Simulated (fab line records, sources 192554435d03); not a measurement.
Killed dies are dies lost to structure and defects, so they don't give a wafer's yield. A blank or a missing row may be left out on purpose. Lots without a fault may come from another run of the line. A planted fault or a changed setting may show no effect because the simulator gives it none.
A struck lot beside a sound one | flow n5_finfet | 37 steps out of a route of 1938
Sound: wafers L782.1, L782.5, L782.6. Struck: wafers L792.1, L792.3, L792.4. The cause comes at the end.
At each step with rows: each side's tool, then ch and its chambers, then its first start. Under that, the readings that differ: sound wafers | struck wafers | difference of the means | sigmas: that difference in standard deviations of wafers without a fault.
alike: readings whose means differ by less than 2 such deviations, and words and numbers that are the same on both sides. not compared: withheld readings, readings that some wafer has no value for, bounds like >300 that may hide the same value, and numbers for which the record gives no deviation and whose values overlap.
The two part at a step that has a row with sigmas, a row that says differs or no value, or rows on one side only. Numbers that don't overlap but have no deviation are shown without sigmas and don't part them. A reading that every wafer of one side lacks parts them only if that side has two wafers or more.

first, 9 steps without rows for these wafers: N5_WELL_APT_HMDS_18 (time 60 s); N5_WELL_APT_COAT_19 (resist thk 950 nm); N5_WELL_APT_EBR_21; N5_WELL_APT_SOFTBAKE_20 (time 60 s); N5_WELL_APT_EXPOSE_22 (exposes mask PWELL, defocus 0 nm, target cd 200 nm); N5_WELL_APT_PEB_23 (peb time 90 s); N5_WELL_APT_DEVELOP_24 (develop time 45 s); N5_WELL_APT_HARDBAKE_29 (time 120 s); N5_WELL_APT_DESCUM_30 (chemistry O2, time 7.9 s).
N5_WELL_APT_IMPLANT_31:
  sound on implanter-01 ch 0, day 2 15:08; struck on implanter-01 ch 0, day 5 03:26
  reading            | sound                            | struck                       | difference  | sigmas
  dose_ions_cm2      | 1.5007e+13 1.5033e+13 1.5015e+13 | 1.9862e+13 1.99e+13 1.99e+13 | +4.8690e+12 | +99 or more
  faraday_current_uA | 190 194 185                      | 260 255 248                  | +65         | +17
then, 25 steps without rows for these wafers: N5_WELL_APT_IMPLANT_32; N5_WELL_APT_STRIP_33 (strips in SPM, time 900 s); N5_WELL_APT_RTA_34 (time 10 s); N5_WELL_APT_OXIDE_STRIP_42 (strips SiO2 in dHF, time 45 s, target depth 12 nm); N5_WELL_APT_PRECLEAN_36 (cleans in O3/DIW, time 45 s); N5_WELL_APT_PRECLEAN_39 (cleans in dHF, time 60 s); N5_WELL_APT_SRD_37 (time 30 s); N5_WELL_APT_EPI_41 (deposits Si from SiH4/H2, target thk 50 nm, time 297.7 s); N5_PMOS_HMC_CHANNEL_EPI_HM_DEP_34 (deposits SiO2 from TEOS/O2, target thk 36 nm, time 6.9 s); N5_PMOS_HMC_CHANNEL_EPI_COAT_31 (time 60 s, resist thk 66 nm); N5_PMOS_HMC_CHANNEL_EPI_COAT_03 (resist thk 205 nm); N5_PMOS_HMC_CHANNEL_EPI_EBR_05; N5_PMOS_HMC_CHANNEL_EPI_SOFTBAKE_04 (time 60 s); N5_PMOS_HMC_CHANNEL_EPI_EXPOSE_06 (exposes mask PMOS HMC BLK, target cd 240 nm); N5_PMOS_HMC_CHANNEL_EPI_PEB_07 (peb time 60 s); N5_PMOS_HMC_CHANNEL_EPI_DEVELOP_08 (develop time 30 s); N5_PMOS_HMC_CHANNEL_EPI_DESCUM_14 (chemistry O2, time 7.9 s); N5_PMOS_HMC_CHANNEL_EPI_ETCH_32 (etches BARC in N2/H2, stops on SiO2, target depth 85.8 nm, time 50.3 s); N5_PMOS_HMC_CHANNEL_EPI_HM_OPEN_15 (chemistry CHF3/O2, target SiO2, target depth 40.6 nm, time 20.3 s); N5_PMOS_HMC_CHANNEL_EPI_STRIP_33 (strips in N2/H2); N5_PMOS_HMC_CHANNEL_EPI_STRIP_17 (strips in SPM, time 750 s); N5_PMOS_HMC_CHANNEL_EPI_ETCH_38 (etches SiO2 in CF4, target depth 1.5 nm); N5_PMOS_HMC_CHANNEL_EPI_FIN_RECESS_16 (chemistry HBr/Cl2, target Si, target depth 54 nm, time 18 s); N5_PMOS_HMC_CHANNEL_EPI_PRECLEAN_36 (cleans in O3/DIW, time 45 s); N5_PMOS_HMC_CHANNEL_EPI_PRECLEAN_18 (cleans in DHF, time 30 s).
-- the record jumps here: 6 days lie between the struck wafers' starts before and after (it left off in module PMOS_HMC_CHANNEL_EPI and takes up again in module BEOL_M4, whose first step shown is number 1111 of the route) --
N5_BEOL_M4_RC_MEAS_101:
  sound on prober-01 ch 0, day 9 03:53; struck on prober-02 ch 0, day 11 12:16
  reading           | sound          | struck         | difference | sigmas
  RS_PWELL (ohm/sq) | 3061 3017 2984 | 2521 2512 2506 | -508       | -18
  alike: DIBL_N, DIBL_P, IOFF_N, IOFF_P, ION_N, ION_P, SS_N, SS_P, VT_N, VT_P
-- the record jumps here: 5 days lie between the struck wafers' starts before and after (it left off in module BEOL_M4 and takes up again in module PASSIVATION, whose first step shown is number 1936 of the route) --
N5_PASSIVATION_PROBE_49:
  sound on prober-02, day 13 15:30; struck on prober-02, day 16 03:59
  alike: defect_limited_yield, killed_at_M0_to_M3, killed_at_M4_up, killed_at_contacts, killed_at_front_end, killed_at_other, killed_dies, killed_open, killed_short, sort_bin_5_function, sort_bin_6_memory, sort_bin_8_speed, sort_n_pass, sort_yield_pct

WHERE THEY PART
First at N5_WELL_APT_IMPLANT_31; last, within this record, at N5_BEOL_M4_RC_MEAS_101. Later steps at which nothing parts them and some readings are alike: N5_PASSIVATION_PROBE_49.

WHY: what the simulator had put in
Process parameter drift: implanter-01, from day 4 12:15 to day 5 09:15, at N5_WELL_APT_IMPLANT_31. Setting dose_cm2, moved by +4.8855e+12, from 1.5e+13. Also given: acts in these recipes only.
